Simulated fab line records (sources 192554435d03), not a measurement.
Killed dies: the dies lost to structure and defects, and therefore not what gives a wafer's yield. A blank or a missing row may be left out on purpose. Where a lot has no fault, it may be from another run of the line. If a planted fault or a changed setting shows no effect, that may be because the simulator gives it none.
The same fault as seen by 2 desks + flow n5_finfet + numbers are kept per desk, each desk with only its own; the story behind them comes last

## AT THE TOOL OWNER'S DESK: rie_diel-02
The tool's own readings at N5_BEOL_M4_ETCH_70 (etches SOC in N2/H2, target depth 80 nm, overetch 24 nm, time 130 s): means of the sampled wafers that have a number, for each lot that ran on this tool. Any lot whose mean is over 4 standard deviations away from the usual mean is out of limits and marked OUT; that distance is given in the brackets.
Columns: A = bias_w at N5_BEOL_M4_ETCH_70, usual 149.9 W; B = drypump_motor_current_A at N5_BEOL_M4_ETCH_70, usual 5.9 A; C = oes_product_au at N5_BEOL_M4_ETCH_70, usual 0.58 a.u.; D = rf_vpp_V at N5_BEOL_M4_ETCH_70, usual 524.8 V; E = showerhead_plenum_p_Torr at N5_BEOL_M4_ETCH_70, usual 2.58 Torr; F = throttle_valve_pct at N5_BEOL_M4_ETCH_70, usual 17.77 %
| lot  | first seen here | A               | B   | C    | D                | E    | F     |
|------|-----------------|-----------------|-----|------|------------------|------|-------|
| L925 | day 8 13:02     | 150.0           | 6.3 | 0.62 | 527.8            | 2.67 | 17.54 |
| L928 | day 9 10:05     | 149.5           | 6.1 | 0.63 | 526.8            | 2.66 | 17.71 |
| L935 | day 11 04:19    | 141.3 (-21) OUT | 6.0 | 0.57 | 506.8 (-6.2) OUT | 2.62 | 17.77 |
| L937 | day 11 19:40    | 140.9 (-22) OUT | 6.2 | 0.60 | 507.7 (-5.9) OUT | 2.66 | 17.58 |
Finding of this desk: L935, L937 out of limits; the first was L935 at day 11 04:19, on bias_w at N5_BEOL_M4_ETCH_70. L925, L928: within limits.

## THE METROLOGY DESK
What the gauges read for every lot (on any tool): the sampled wafers with a number, averaged. Any lot whose mean is over 4 standard deviations away from the usual mean is out of limits and marked OUT; that distance is given in the brackets. Only the readings that lie furthest out on some lot appear, 7 of the 10 it has.
Columns: A = DIBL_N at N5_BEOL_M4_RC_MEAS_101, usual 36.3 mV/V; B = IOFF_N at N5_BEOL_M4_RC_MEAS_101, usual 0.16 nA/um; C = IOFF_P at N5_BEOL_M4_RC_MEAS_101, usual 0.22 nA/um; D = ION_N at N5_BEOL_M4_RC_MEAS_101, usual 677 uA/um; E = SS_N at N5_BEOL_M4_RC_MEAS_101, usual 71.5 mV/dec; F = SS_P at N5_BEOL_M4_RC_MEAS_101, usual 73.2 mV/dec; G = VT_N at N5_BEOL_M4_RC_MEAS_101, usual 249 mV
| lot  | first seen here | A    | B    | C    | D   | E    | F    | G   |
|------|-----------------|------|------|------|-----|------|------|-----|
| L925 | day 8 17:48     | 36.2 | 0.15 | 0.19 | 672 | 71.5 | 72.9 | 251 |
| L928 | day 9 15:04     | 37.2 | 0.17 | 0.24 | 689 | 71.2 | 73.9 | 248 |
| L935 | day 11 08:43    | 35.9 | 0.16 | 0.22 | 671 | 71.0 | 73.2 | 250 |
| L936 | day 11 09:18    | 35.9 | 0.14 | 0.21 | 669 | 70.9 | 72.5 | 253 |
| L937 | day 11 23:54    | 38.2 | 0.17 | 0.24 | 679 | 72.6 | 73.7 | 251 |
| L940 | day 12 03:20    | 36.5 | 0.15 | 0.22 | 671 | 70.9 | 72.4 | 251 |
| L947 | day 14 01:23    | 35.5 | 0.17 | 0.23 | 680 | 71.6 | 72.8 | 248 |
| L946 | day 14 04:28    | 36.2 | 0.16 | 0.24 | 682 | 71.6 | 73.1 | 248 |
Finding of this desk: none of the 8 lots has anything out of limits.

## BROUGHT TOGETHER
On L935, L937, at day 11 04:19, an alarm was possible from the tool owner's desk.
Nothing out of limits was seen by the metrology desk.
The metrology desk has L935, L937 on record, within its limits.
N5_BEOL_M4_ETCH_70 was run on rie_diel-02 by each of the lots named.

## WHAT THE SIMULATOR HAD PUT IN
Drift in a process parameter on rie_diel-02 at N5_BEOL_M4_ETCH_70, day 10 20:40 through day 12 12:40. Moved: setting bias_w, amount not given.
Struck lots among those shown: L935, L937.
Each desk's first reading out of limits, in hours after the fault started: the tool owner's desk, 8.
